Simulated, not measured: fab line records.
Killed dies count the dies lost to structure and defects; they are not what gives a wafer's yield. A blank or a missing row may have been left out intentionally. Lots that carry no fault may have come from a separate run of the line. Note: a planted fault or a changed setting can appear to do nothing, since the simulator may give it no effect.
A lot that was struck, set against a sound lot ; flow n5-finfet ; 15 out of 1938 route steps
Sound: wafers L956.2, L956.5, L956.6. Struck: wafers L957.1, L957.6 (left out: L957.5, a lot-mate that was not struck); the cause follows at the end.
For every step that has rows: the tool of each side, followed by ch and its chambers, followed by its first start. Under that, the readings that differ: sound wafers ; struck wafers ; difference of the means ; sigmas: that difference in standard deviations of wafers without a fault.
alike: same words and numbers on both sides, and readings whose means sit less than 2 such deviations apart. not compared: any withheld reading, any reading some wafer has no value for, any bound like >300 that may hide the same value, and any number with overlapping values for which the record gives no deviation.
A row with sigmas, a row that says differs or no value, or rows on one side alone: a step with any of these is where the two part. Numbers that have no deviation but don't overlap get no sigmas and don't part them. A reading missing from all wafers of one side parts the sides only when that side holds two or more wafers.

first, 1 step without rows for these wafers: N5_BEOL_M6_STRIP_80 (strips in N2/H2, time 10 s).
N5_BEOL_M6_OCD_MEAS_38:
  sound: ocd-01 at day 9 17:40; struck: ocd-01 at day 9 16:09
  alike: trench-depth-nm
then, 4 steps without rows for these wafers: N5_BEOL_M6_HM_STRIP_39 (strips TiN in peroxide tin strip, target depth 25 nm, time 158 s); N5_BEOL_M6_SRD_40 (time 30 s); N5_BEOL_M6_PRECLEAN_42 (cleans in residue remover, time 60 s); N5_BEOL_M6_SRD_43 (time 30 s).
N5_BEOL_M6_CD_MEAS_35: target cd 40 nm, target cd y 28 nm.
  sound: cd-sem-02 at day 9 17:55; struck: cd-sem-03 at day 9 16:24
  alike: cd-nm
then, 1 step without rows for these wafers: N5_BEOL_M6_CURE_75 (cures SiCOH lowk, time 120 s).
N5_BEOL_M6_DEGAS_44: time 60 s.
  sound: pvd-sputter-02 at day 9 19:36; struck: pvd-sputter-02 at day 9 16:52
  alike: heater-power-w
N5_BEOL_M6_PRE_CLEAN_45: time 30 s.
  sound: pvd-sputter-02 at day 9 19:38; struck: pvd-sputter-02 at day 9 16:54
  alike: heater-power-w
N5_BEOL_M6_ALD_77: deposits TaN, target thk 2 nm, pulse time 2 s, purge time 3 s.
  sound on ald-metal-03 ch 1,2, day 9 19:42; struck on ald-metal-01 ch 0,3, day 9 16:58
  alike: heater-power-w
N5_BEOL_M6_SURFACE_TREAT_79:
  sound: pvd-sputter-02 at day 9 20:02; struck: pvd-sputter-01 at day 9 17:14
  not compared: throttle-valve-pct
N5_BEOL_M6_CVD_78: deposits Co from CCTBA/H2, target thk 2 nm, time 142.3 s.
  sound on cvd-co-02 ch 1,2, day 9 20:18; struck on cvd-co-01 ch 2, day 9 17:24
reading;sound;struck;difference;sigmas
run-length-s (s);165.8 165.0 165.9;169.7 169.6;+4.1;+8
N5_BEOL_M6_SPUTTER_48: material Cu, target thk 10 nm, time 1.667 s.
  sound: pvd-sputter-02 at day 9 20:29; struck: pvd-sputter-02 at day 9 19:01
  alike: throttle-valve-pct
-- a jump in the record: the struck wafers' starts before and after are 4 days apart (it breaks off in module BEOL_M6 and resumes in module PASSIVATION, where the first step shown is number 1936 of the route) --
N5_PASSIVATION_PROBE_49:
  sound: prober-01 at day 13 12:28; struck: prober-02 at day 13 11:20
  alike: defect-limited-yield, killed_at_M0_to_M3, killed_at_M4_up, killed-at-contacts, killed-at-front-end, killed-at-other, killed-dies, killed-open, killed-short, sort_bin_5_function, sort_bin_6_memory, sort_bin_8_speed, sort-n-pass

## WHERE THEY PART
N5_BEOL_M6_CVD_78 only, going by this record. Later steps at which nothing parts them and some readings are alike: N5_BEOL_M6_SPUTTER_48, N5_PASSIVATION_PROBE_49.

WHY: what the simulator had put in
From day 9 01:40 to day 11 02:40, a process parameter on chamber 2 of cvd-co-01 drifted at N5_BEOL_M6_CVD_78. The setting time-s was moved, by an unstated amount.
